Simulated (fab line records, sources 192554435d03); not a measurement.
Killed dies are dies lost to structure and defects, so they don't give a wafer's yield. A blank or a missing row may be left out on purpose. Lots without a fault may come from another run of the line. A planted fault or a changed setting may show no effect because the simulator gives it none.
fab line records | flow n5_finfet
record lots=24 wafers=72 last_day=18
route steps=1938 shown BEOL_M14@1747 BEOL_M15@1809 MIM_BOT@1832
lots that met no fault: from a run of the same line without faults
start_h: hours from the record's first day to the start of the lot's first wafer shown | wait_h: hours since the lot's step before | " the same as in the row above | L1.1+2: a row that stands for several wafers | - no value, or no start given | * or withheld: withheld | < > ~ a bound
route shown NAME@n: a module of which the file shows steps, and the number in the route of the first | usual: mean/standard deviation of fault-free wafers | same: alike in all rows | chamber/n: place in a boat | sites: the reading at each site | _std_site: their standard deviation | _edge_site: outer sites' mean less inner sites' | radius_mm: how far each site lies from the wafer's centre | mask NAME#n: copy n | behind: the tool/chamber that last shaped the wafer | hold: why the lot was held/for how many hours/how that ended | device: the transistor (n, p or np) that didn't switch | end of line: the same wafers' tests at the end of the route | a step without rows: its recipe alone | killed: dies lost to structure and defects at the first sort, not the wafer's yield | map: a wafer's dies, x killed, . not, _ none there
set.NAME: the setting as run; set.NAME@STEP: as run at that earlier step | model.NAME: the simulator's own value behind a step, which no gauge read
steps of the route over a sample of lots; a table a step, a row a wafer
services: from which hour (start_h, from the record's first day; less than 0 if before it) a tool's chamber was out of use, for how many hours, and why
## steps
# step N5_BEOL_M14_OVL_MEAS_29
# recipe points_per_wafer=44
# usual M14_OVL=-1/5.7
# columns lot.wafer tool chamber start_h wait_h M14_OVL[nm]
L074.1 overlay-02 0 250.81 0.0 5
L074.4 " 0 " " 1
L074.5 " 0 " " 1
L075.2 overlay-02 0 251.65 0.0 -10
L075.4 " 0 " " -7
L075.6 " 0 " " -6
L077.1 overlay-02 0 268.00 0.1 -11
L077.2 " 0 " " -4
L077.5 " 0 " " -1
L076.1 overlay-02 0 268.37 0.0 -1
L076.2 " 0 " " -2
L076.4 " 0 " " 1
L078.2 overlay-02 0 269.67 0.0 3
L078.4 " 0 " " 6
L078.6 " 0 " " 3
L079.3 overlay-02 0 278.41 0.0 -1
L079.4 " 0 " " -6
L079.6 " 0 " " -5
L080.3 overlay-01 0 282.86 0.0 1
L080.5 " 0 " " 0
L080.6 " 0 " " -1
L081.2 overlay-01 0 284.53 0.0 8
L081.3 " 0 " " 9
L081.4 " 0 " " 4
L083.1 overlay-02 0 288.39 0.0 -6
L083.2 " 0 " " 1
L083.3 " 0 " " -6
L082.2 overlay-02 0 291.57 0.0 -2
L082.4 " 0 " " 1
L082.6 " 0 " " -2
L084.2 overlay-01 0 306.35 0.0 2
L084.4 " 0 " " 1
L084.5 " 0 " " 2
L085.1 overlay-01 0 312.30 0.0 -9
L085.3 " 0 " " -14
L085.5 " 0 " " -9
L086.2 overlay-01 0 314.55 0.0 -13
L086.3 " 0 " " -6
L086.6 " 0 " " -2
L087.1 overlay-01 0 318.44 0.0 1
L087.3 " 0 " " -1
L087.6 " 0 " " 2
L089.1 overlay-02 0 330.76 0.0 -3
L089.5 " 0 " " 0
L089.6 " 0 " " 8
L090.1 overlay-02 0 335.02 0.0 -7
L090.3 " 0 " " -17
L090.4 " 0 " " -7
L088.1 overlay-01 0 340.22 0.0 -4
L088.4 " 0 " " -6
L088.6 " 0 " " -1
L093.1 overlay-01 0 346.09 0.0 6
L093.3 " 0 " " 0
L093.4 " 0 " " 6
L091.2 overlay-02 0 355.83 0.0 -3
L091.5 " 0 " " -7
L091.6 " 0 " " 3
L094.1 overlay-01 0 362.14 0.0 1
L094.5 " 0 " " -2
L094.6 " 0 " " -1
L092.1 overlay-01 0 362.81 0.0 1
L092.2 " 0 " " -5
L092.4 " 0 " " 1
L095.3 overlay-02 0 366.26 0.0 -9
L095.4 " 0 " " -1
L095.6 " 0 " " -2
L096.1 overlay-01 0 380.20 0.0 -5
L096.4 " 0 " " -3
L096.5 " 0 " " -2
L097.1 overlay-02 0 395.46 0.0 -14
L097.3 " 0 " " -11
L097.5 " 0 " " -15
# step N5_BEOL_M14_ANNEAL_48
# recipe temp_c=225 time_s=90 ambient=N2
# usual wafer_temp_C_max=225.55/0.22
# columns lot.wafer tool chamber start_h wait_h wafer_temp_C_max
L074.1 rtp_anneal-01 0 253.04 0.1 225.31
L074.4 " 0 " " 225.43
L074.5 " 0 " " 225.94
L075.2 rtp_anneal-02 0 257.90 2.3 225.53
L075.4 " 0 " " 225.60
L075.6 " 0 " " 225.21
L077.1 rtp_anneal-02 0 272.03 0.1 225.54
L077.2 " 0 " " 225.95
L077.5 " 0 " " 225.95
L076.1 rtp_anneal-01 0 272.82 0.3 225.33
L076.2 " 0 " " 225.19
L076.4 " 0 " " 225.58
L078.2 rtp_anneal-02 0 273.79 0.2 225.86
L078.4 " 0 " " 225.99
L078.6 " 0 " " 225.50
L079.3 rtp_anneal-01 0 280.44 0.2 225.54
L079.4 " 0 " " 225.47
L079.6 " 0 " " 225.62
L080.3 rtp_anneal-01 0 285.65 0.2 225.52
L080.5 " 0 " " 225.56
L080.6 " 0 " " 225.52
L081.2 rtp_anneal-01 0 286.13 0.2 225.00
L081.3 " 0 " " 225.07
L081.4 " 0 " " 225.19
L083.1 rtp_anneal-01 0 290.80 0.1 225.70
L083.2 " 0 " " 225.50
L083.3 " 0 " " 225.61
L082.2 rtp_anneal-01 0 297.17 0.2 225.53
L082.4 " 0 " " 225.44
L082.6 " 0 " " 225.62
L084.2 rtp_anneal-01 0 309.51 0.2 225.60
L084.4 " 0 " " 225.51
L084.5 " 0 " " 225.59
L085.1 rtp_anneal-01 0 315.14 0.1 225.14
L085.3 " 0 " " 225.30
L085.5 " 0 " " 225.50
L086.2 rtp_anneal-01 0 319.10 0.2 225.42
L086.3 " 0 " " 225.40
L086.6 " 0 " " 225.29
L087.1 rtp_anneal-02 0 324.01 0.5 225.60
L087.3 " 0 " " 225.76
L087.6 " 0 " " 225.79
L089.1 rtp_anneal-01 0 333.74 0.8 225.21
L089.5 " 0 " " 225.27
L089.6 " 0 " " 225.50
L090.1 rtp_anneal-01 0 337.25 0.2 225.74
L090.3 " 0 " " 225.49
L090.4 " 0 " " 225.46
L088.1 rtp_anneal-01 0 341.86 0.1 225.63
L088.4 " 0 " " 225.90
L088.6 " 0 " " 225.76
L093.1 rtp_anneal-02 0 349.85 0.1 225.79
L093.3 " 0 " " 225.84
L093.4 " 0 " " 225.50
L091.2 rtp_anneal-01 0 359.44 0.2 225.51
L091.5 " 0 " " 225.62
L091.6 " 0 " " 225.53
L094.1 rtp_anneal-01 0 367.27 0.1 225.65
L094.5 " 0 " " 225.90
L094.6 " 0 " " 225.99
L092.1 rtp_anneal-01 0 367.54 0.4 225.03
L092.2 " 0 " " 225.65
L092.4 " 0 " " 225.25
L095.3 rtp_anneal-01 0 368.71 0.6 225.40
L095.4 " 0 " " 225.74
L095.6 " 0 " " 225.69
L096.1 rtp_anneal-01 0 382.48 0.1 225.53
L096.4 " 0 " " 225.80
L096.5 " 0 " " 225.37
L097.1 rtp_anneal-02 0 397.57 0.1 225.53
L097.3 " 0 " " 225.34
L097.5 " 0 " " 225.81
# step N5_BEOL_M15_TRENCH_ETCH_34
# recipe chemistry=C4F8/O2/Ar target=SiO2 target_depth_a=8729.3 he_inner_torr=15 he_outer_torr=30 time_s=199 ion_energy_ev=800 pressure_mtorr=20 source_w=1905 bias_w=2040 Ar_flow_sccm=400 C4F8_flow_sccm=16 O2_flow_sccm=12
# usual C4F8_flow_sccm=16.00/0.045 drypump_motor_current_A=5.8/0.4 oes_ar_750_au=0.79/0.088 oes_product_au=0.80/0.093 rf_fwd_power_W=1901/6.1 rf_vpp_V=2214/19 showerhead_plenum_p_Torr=3.38/0.1 throttle_valve_pct=30.8/0.32
# columns lot.wafer tool chamber start_h wait_h C4F8_flow_sccm drypump_motor_current_A oes_ar_750_au oes_product_au rf_fwd_power_W rf_hours_counter_h rf_vpp_V showerhead_plenum_p_Torr throttle_valve_pct
L074.1 rie_diel-04 2 256.43 0.0 15.92 5.7 0.93 0.92 1898 16 2207 3.38 30.9
L074.4 " 1 " " 15.93 6.1 0.73 0.73 1902 181 2254 3.55 30.7
L074.5 " 1 " " 15.99 6.1 0.74 0.73 1910 - 2253 3.55 30.7
L075.2 rie_diel-03 1 261.19 0.0 15.97 4.7 0.93 0.94 1892 20 2231 3.51 30.7
L075.4 " 3 " " 16.03 6.2 0.78 0.77 1908 129 2182 3.32 31.0
L075.6 " 1 " " 15.98 4.7 0.93 0.94 1896 - 2232 3.51 30.8
L077.1 rie_diel-04 0 277.04 0.0 15.95 5.6 0.68 0.68 1908 234 2221 3.39 31.2
L077.2 " 2 " " 16.02 5.7 0.91 0.91 1906 23 2205 3.38 30.9
L077.5 " 1 " " 16.01 6.1 0.73 0.73 1892 - 2253 3.55 30.7
L076.1 rie_diel-04 2 279.02 0.0 15.94 5.7 0.90 0.91 1896 25 2206 3.38 30.9
L076.2 " 0 " " 15.97 5.6 0.68 0.67 1904 235 2223 3.39 31.2
L076.4 " 1 " " 16.01 6.1 0.73 0.72 1901 191 2254 3.55 30.7
L078.2 rie_diel-04 0 279.62 0.0 16.04 5.6 0.68 0.67 1901 236 2222 3.39 31.2
L078.4 " 2 " " 15.93 5.7 0.91 0.90 1906 25 2206 3.38 30.9
L078.6 " 3 " " 15.93 5.8 0.71 0.69 1896 - 2211 3.38 31.0
L079.3 rie_diel-02 2 286.12 0.0 15.93 5.2 0.89 0.89 1892 29 2207 3.36 30.4
L079.4 " 3 " " 15.98 6.3 0.88 0.89 1908 25 2238 3.50 30.4
L079.6 " 2 " " 15.99 5.2 0.89 0.89 1896 - 2208 3.36 30.4
L080.3 rie_diel-02 1 288.58 0.0 16.01 5.7 0.75 0.73 1891 166 2189 3.17 30.4
L080.5 " 1 " " 16.03 5.7 0.74 0.73 1890 - 2188 3.18 30.4
L080.6 " 2 " " 15.98 5.2 0.88 0.89 1895 - 2208 3.36 30.4
L081.2 rie_diel-02 0 289.07 0.0 16.11 5.7 0.73 0.71 1888 175 2209 3.44 31.3
L081.3 " 3 " " 16.01 6.3 0.88 0.89 1886 26 2239 3.50 30.4
L081.4 " 2 " " 15.99 5.2 0.88 0.90 1909 30 2208 3.36 30.4
L083.1 rie_diel-02 0 293.93 0.0 16.03 5.7 0.72 0.72 1903 176 2207 3.44 31.2
L083.2 " 3 " " 16.00 6.3 0.87 0.88 1903 27 2238 3.49 30.4
L083.3 " 2 " " 15.97 5.2 0.88 0.89 1910 32 2208 3.36 30.4
L082.2 rie_diel-03 1 300.44 0.0 16.00 4.8 0.90 0.90 1911 35 2230 3.51 30.7
L082.4 " 0 " " 15.98 6.1 0.72 0.72 1888 215 2217 3.27 31.0
L082.6 " 3 " " 15.98 6.2 0.77 0.75 1911 - 2181 3.31 31.0
L084.2 rie_diel-02 2 312.53 0.0 15.95 5.2 0.87 0.88 1903 38 2207 3.36 30.4
L084.4 " 0 " " 16.00 5.7 0.72 0.71 1902 - 2208 3.44 31.3
L084.5 " 2 " " 15.99 5.2 0.87 0.88 1903 - 2208 3.36 30.4
L085.1 rie_diel-02 1 318.67 0.0 15.98 5.7 0.73 0.73 1895 175 2188 3.17 30.4
L085.3 " 2 " " 16.06 5.1 0.87 0.88 1889 40 2207 3.36 30.4
L085.5 " 1 " " 15.98 5.7 0.74 0.73 1904 - 2188 3.17 30.4
L086.2 rie_diel-02 1 322.64 0.0 16.00 5.7 0.74 0.74 1895 176 2188 3.17 30.4
L086.3 " 2 " " 16.01 5.2 0.87 0.88 1912 41 2207 3.36 30.4
L086.6 " 0 " " 16.01 5.7 0.71 0.71 1905 - 2209 3.43 31.3
L087.1 rie_diel-02 1 327.20 0.0 16.00 5.7 0.74 0.73 1905 178 2187 3.17 30.4
L087.3 " 0 " " 16.03 5.7 0.71 0.71 1905 187 2206 3.43 31.3
L087.6 " 3 " " 15.99 6.3 0.86 0.88 1894 - 2238 3.49 30.4
L089.1 rie_diel-02 0 337.23 0.0 16.05 5.7 0.71 0.70 1904 191 2208 3.43 31.3
L089.5 " 2 " " 15.98 5.2 0.86 0.87 1907 - 2207 3.36 30.4
L089.6 " 1 " " 15.94 5.7 0.73 0.72 1898 - 2190 3.17 30.4
L090.1 rie_diel-03 3 340.53 0.0 16.01 6.2 0.75 0.75 1905 154 2180 3.31 31.0
L090.3 " 0 " " 15.89 6.1 0.72 0.71 1898 228 2219 3.27 31.0
L090.4 " 2 " " 16.10 6.2 0.69 0.70 1894 217 2204 3.28 31.0
L088.1 rie_diel-04 2 345.62 0.0 15.98 5.7 0.87 0.86 1912 49 2204 3.37 30.9
L088.4 " 1 " " 15.99 6.1 0.72 0.71 1890 215 2251 3.53 30.7
L088.6 " 3 " " 16.02 5.8 0.96 0.96 1909 - 2209 3.37 30.7
L093.1 rie_diel-02 1 352.95 0.0 16.07 5.7 0.73 0.72 1898 185 2189 3.17 30.4
L093.3 " 2 " " 16.05 5.1 0.85 0.86 1909 50 2206 3.35 30.4
L093.4 " 3 " " 15.98 6.3 0.85 0.86 1901 47 2237 3.48 30.4
L091.2 rie_diel-04 0 362.76 0.0 15.98 5.6 0.95 0.95 1902 8 2221 3.38 31.0
L091.5 " 0 " " 15.87 5.6 0.95 0.94 1903 - 2219 3.38 31.0
L091.6 " 1 " " 16.04 6.1 0.72 0.71 1900 - 2250 3.53 30.7
L094.1 rie_diel-03 0 370.52 0.0 16.05 6.1 0.71 0.71 1907 237 2218 3.26 31.0
L094.5 " 3 " " 15.98 6.2 0.75 0.75 1903 - 2179 3.30 31.0
L094.6 " 0 " " 15.98 6.1 0.71 0.72 1904 - 2215 3.26 31.0
L092.1 rie_diel-02 0 370.83 0.0 16.04 5.7 0.70 0.69 1899 202 2206 3.42 31.3
L092.2 " 3 " " 16.02 6.3 0.84 0.84 1896 53 2236 3.48 30.4
L092.4 " 1 " " 15.96 5.7 0.72 0.71 1903 - 2187 3.16 30.4
L095.3 rie_diel-04 3 371.62 0.0 15.98 5.8 0.94 0.94 1899 17 2209 3.37 30.7
L095.4 " 0 " " 16.05 5.6 0.93 0.93 1901 11 2220 3.37 31.0
L095.6 " 3 " " 15.97 5.8 0.94 0.94 1903 - 2208 3.37 30.7
L096.1 rie_diel-04 2 385.87 0.0 16.08 5.7 0.85 0.85 1902 63 2205 3.36 31.0
L096.4 " 0 " " 15.99 5.6 0.92 0.93 1900 15 2221 3.37 31.0
L096.5 " 0 " " 16.05 5.6 0.92 0.92 1909 - 2221 3.37 31.0
L097.1 rie_diel-03 3 402.24 0.0 16.05 6.2 0.74 0.73 1899 173 2180 3.30 31.0
L097.3 " 0 " " 16.02 6.1 0.71 0.72 1899 245 2218 3.26 31.0
L097.5 " 3 " " 16.02 6.2 0.75 0.74 1910 - 2180 3.30 31.0
# step N5_BEOL_M15_THK_MEAS_50
# recipe thk_meas_gauge=xrf reads=Cu_of_BEOL_M15_ECD_47
# usual M15_THK=830/13
# columns lot.wafer tool chamber start_h wait_h M15_THK[nm]
L074.1 film_metro-01 - 261.05 - 822
L074.4 " - " " 819
L074.5 " - " " 813
L075.2 film_metro-01 - 265.98 - 846
L075.4 " - " " 814
L075.6 " - " " 846
L077.1 film_metro-02 - 280.56 - 822
L077.2 " - " " 848
L077.5 " - " " 828
L076.1 film_metro-02 - 281.43 - 837
L076.2 " - " " 813
L076.4 " - " " 821
L078.2 film_metro-02 - 281.62 - 809
L078.4 " - " " 836
L078.6 " - " " 817
L079.3 film_metro-02 - 291.09 - 848
L079.4 " - " " 839
L079.6 " - " " 851
L080.3 film_metro-01 - 291.13 - 824
L080.5 " - " " 820
L080.6 " - " " 845
L081.2 film_metro-01 - 291.59 - 808
L081.3 " - " " 826
L081.4 " - " " 836
L083.1 film_metro-02 - 297.13 - 811
L083.2 " - " " 834
L083.3 " - " " 844
L082.2 film_metro-01 - 304.61 - 830
L082.4 " - " " 818
L082.6 " - " " 805
L084.2 film_metro-02 - 315.96 - 843
L084.4 " - " " 819
L084.5 " - " " 846
L085.1 film_metro-01 - 324.06 - 833
L085.3 " - " " 851
L085.5 " - " " 833
L086.2 film_metro-02 - 326.46 - 840
L086.3 " - " " 860
L086.6 " - " " 820
L087.1 film_metro-01 - 336.22 - 837
L087.3 " - " " 819
L087.6 " - " " 845
L089.1 film_metro-01 - 339.62 - 823
L089.5 " - " " 855
L089.6 " - " " 835
L090.1 film_metro-02 - 345.10 0.2 820
L090.3 " - " " 819
L090.4 " - " " 827
L088.1 film_metro-02 - 347.92 - 827
L088.4 " - " " 809
L088.6 " - " " 830
L093.1 film_metro-02 - 356.56 - 838
L093.3 " - " " 849
L093.4 " - " " 847
L091.2 film_metro-02 - 366.97 - 838
L091.5 " - " " 837
L091.6 " - " " 820
L094.1 film_metro-02 - 373.30 - 840
L094.5 " - " " 833
L094.6 " - " " 834
L092.1 film_metro-02 - 373.83 - 809
L092.2 " - " " 830
L092.4 " - " " 832
L095.3 film_metro-01 - 373.89 - 832
L095.4 " - " " 820
L095.6 " - " " 834
L096.1 film_metro-02 - 389.83 - 848
L096.4 " - " " 832
L096.5 " - " " 824
L097.1 film_metro-02 - 404.93 - 823
L097.3 " - " " 830
L097.5 " - " " 821
# step N5_BEOL_M15_DEP_53
# recipe material=SiCN target_thk_a=500 temp_c=withheld precursor=3MS/NH3 pressure_torr=3 rf_w=675 time_s=17.8
# usual rf_fwd_power_W=667/3.4 showerhead_plenum_p_Torr=4.155/0.02 throttle_valve_pct=17.7/1.1
# columns lot.wafer tool chamber start_h wait_h rf_fwd_power_W showerhead_plenum_p_Torr throttle_valve_pct
L074.1 pecvd-01 0 261.12 0.0 666 4.173 19.7
L074.4 " 0 " " 667 4.168 19.4
L074.5 " 1 " " 666 4.142 17.4
L075.2 pecvd-02 2 266.04 0.0 670 4.172 16.5
L075.4 " 2 " " 672 4.170 16.4
L075.6 " 1 " " 671 4.124 16.4
L077.1 pecvd-02 0 280.63 0.0 665 4.146 17.1
L077.2 " 1 " " 670 4.135 16.6
L077.5 " 1 " " 669 4.121 16.9
L076.1 pecvd-01 1 281.49 0.0 670 4.145 17.3
L076.2 " 0 " " 663 4.176 19.9
L076.4 " 2 " " 663 4.171 17.5
L078.2 pecvd-02 0 281.69 0.0 667 4.143 17.0
L078.4 " 0 " " 662 4.117 17.2
L078.6 " 0 " " 667 4.149 17.1
L079.3 pecvd-03 2 291.15 0.0 664 4.124 18.1
L079.4 " 2 " " 668 4.143 17.7
L079.6 " 1 " " 665 4.175 17.6
L080.3 pecvd-01 2 291.19 0.0 669 4.180 17.3
L080.5 " 1 " " 671 4.147 17.1
L080.6 " 2 " " 669 4.174 17.7
L081.2 pecvd-01 0 291.65 0.0 664 4.166 19.5
L081.3 " 2 " " 665 4.167 17.4
L081.4 " 1 " " 670 4.147 17.1
L083.1 pecvd-01 1 297.19 0.0 667 4.151 17.4
L083.2 " 0 " " 663 4.179 20.0
L083.3 " 2 " " 669 4.176 17.8
L082.2 pecvd-01 0 304.67 0.0 663 4.172 19.8
L082.4 " 2 " " 666 4.170 17.4
L082.6 " 0 " " 663 4.167 19.8
L084.2 pecvd-02 1 316.02 0.0 673 4.129 16.8
L084.4 " 1 " " 670 4.120 16.6
L084.5 " 2 " " 669 4.163 16.7
L085.1 pecvd-02 1 324.12 0.0 671 4.128 16.6
L085.3 " 2 " " 676 4.157 16.6
L085.5 " 1 " " 670 4.120 16.8
L086.2 pecvd-01 1 326.52 0.0 670 4.144 17.4
L086.3 " 0 " " 665 4.167 19.7
L086.6 " 1 " " 668 4.152 17.3
L087.1 pecvd-01 2 336.28 0.0 668 4.175 17.5
L087.3 " 1 " " 667 4.147 17.4
L087.6 " 0 " " 665 4.181 19.6
L089.1 pecvd-03 2 339.69 0.0 668 4.134 18.4
L089.5 " 0 " " 671 4.165 19.3
L089.6 " 1 " " 668 4.179 17.6
L090.1 pecvd-01 1 345.16 0.0 669 4.150 17.4
L090.3 " 0 " " 665 4.180 19.8
L090.4 " 0 " " 663 4.163 19.7
L088.1 pecvd-01 0 347.98 0.0 662 4.183 19.5
L088.4 " 1 " " 669 4.134 17.2
L088.6 " 2 " " 662 4.176 17.6
L093.1 pecvd-03 0 356.62 0.0 670 4.153 19.5
L093.3 " 1 " " 667 4.185 17.8
L093.4 " 2 " " 672 4.140 18.2
L091.2 pecvd-02 2 367.03 0.0 668 4.177 16.6
L091.5 " 1 " " 670 4.130 16.8
L091.6 " 2 " " 668 4.166 16.7
L094.1 pecvd-02 0 373.36 0.0 661 4.135 17.2
L094.5 " 0 " " 663 4.148 17.1
L094.6 " 1 " " 669 4.126 16.8
L092.1 pecvd-02 0 373.90 0.0 666 4.144 17.1
L092.2 " 2 " " 668 4.160 17.1
L092.4 " 0 " " 666 4.130 17.2
L095.3 pecvd-01 0 373.95 0.0 664 4.169 19.8
L095.4 " 1 " " 670 4.151 17.2
L095.6 " 2 " " 668 4.166 17.6
L096.1 pecvd-02 0 389.89 0.0 661 4.135 17.1
L096.4 " 2 " " 668 4.174 16.7
L096.5 " 0 " " 662 4.137 17.2
L097.1 pecvd-01 2 405.01 0.0 667 4.171 17.9
L097.3 " 2 " " 669 4.169 17.6
L097.5 " 2 " " 669 4.171 17.8
# step N5_MIM_BOT_DEGAS_01
# recipe ambient=vacuum temp_c=300 time_s=60
# usual heater_power_w=483/48
# columns lot.wafer tool chamber start_h wait_h heater_power_w
L074.1 pvd_sputter-02 - 262.88 0.7 522
L074.4 " - " " 460
L074.5 " - " " 456
L075.2 pvd_sputter-03 - 268.42 1.3 422
L075.4 " - " " 469
L075.6 " - " " 492
L077.1 pvd_sputter-02 - 282.15 0.4 454
L077.2 " - " " 515
L077.5 " - " " 472
L076.1 pvd_sputter-01 - 283.14 0.2 497
L076.2 " - " " 455
L076.4 " - " " 511
L078.2 pvd_sputter-02 - 284.59 1.1 441
L078.4 " - " " 470
L078.6 " - " " 512
L079.3 pvd_sputter-02 - 292.90 0.7 504
L079.4 " - " " 570
L079.6 " - " " 588
L080.3 pvd_sputter-02 - 293.02 0.7 467
L080.5 " - " " 599
L080.6 " - " " 476
L081.2 pvd_sputter-01 - 294.37 1.2 464
L081.3 " - " " 498
L081.4 " - " " 508
L083.1 pvd_sputter-02 - 299.17 0.9 574
L083.2 " - " " 456
L083.3 " - " " 506
L082.2 pvd_sputter-03 - 306.22 0.5 427
L082.4 " - " " 485
L082.6 " - " " 477
L084.2 pvd_sputter-03 - 317.94 0.8 488
L084.4 " - " " 434
L084.5 " - " " 416
L085.1 pvd_sputter-01 - 326.85 1.6 475
L085.3 " - " " 508
L085.5 " - " " 477
L086.2 pvd_sputter-01 - 330.41 2.8 512
L086.3 " - " " 467
L086.6 " - " " 483
L087.1 pvd_sputter-03 - 337.92 0.5 486
L087.3 " - " " 419
L087.6 " - " " 480
L089.1 pvd_sputter-02 - 341.20 0.4 603
L089.5 " - " " 600
L089.6 " - " " 465
L090.1 pvd_sputter-01 - 348.46 2.2 479
L090.3 " - " " 452
L090.4 " - " " 511
L088.1 pvd_sputter-02 - 349.69 0.6 524
L088.4 " - " " 582
L088.6 " - " " 591
L093.1 pvd_sputter-03 - 358.65 0.9 416
L093.3 " - " " 492
L093.4 " - " " 419
L091.2 pvd_sputter-02 - 370.55 2.4 580
L091.5 " - " " 473
L091.6 " - " " 583
L094.1 pvd_sputter-03 - 375.15 0.7 427
L094.5 " - " " 415
L094.6 " - " " 474
L092.1 pvd_sputter-03 - 375.37 0.4 492
L092.2 " - " " 430
L092.4 " - " " 487
L095.3 pvd_sputter-03 - 376.11 0.7 424
L095.4 " - " " 486
L095.6 " - " " 419
L096.1 pvd_sputter-02 - 391.96 1.0 588
L096.4 " - " " 452
L096.5 " - " " 588
L097.1 pvd_sputter-03 - 408.17 2.0 474
L097.3 " - " " 495
L097.5 " - " " 420
## services
# columns tool chamber start_h hours kind
rie_diel-04 2 250.08 2.5 repair
rie_diel-04 3 257.50 8.1 repair
rtp_anneal-02 - 260.73 4.3 pm
rie_diel-02 - 270.26 14.6 pm
pecvd-02 2 274.35 22.4 repair
pecvd-01 1 284.50 5.5 scheduled_down
pvd_sputter-03 - 285.89 3.8 repair
rie_diel-02 - 289.47 0.3 repair
rtp_anneal-02 - 293.34 3.0 pm
rie_diel-04 3 298.96 - clean
rie_diel-04 3 298.96 - consumable_replace:focus_ring
rie_diel-04 3 298.96 20.0 scheduled_down
rie_diel-04 3 298.96 20.0 vent_cycle
pecvd-02 0 303.38 4.9 repair
pecvd-03 - 347.35 0.7 repair
pvd_sputter-02 - 351.75 1.1 repair
pecvd-02 1 375.39 12.3 repair
pecvd-01 1 383.62 - clean
pecvd-01 1 383.62 - consumable_replace:showerhead
pecvd-01 1 383.62 29.0 scheduled_down
pecvd-01 1 383.62 29.0 vent_cycle
pvd_sputter-03 - 395.24 3.6 repair
pecvd-02 - 399.97 2.8 pm
rie_diel-04 0 406.07 3.1 repair
## key
fault none
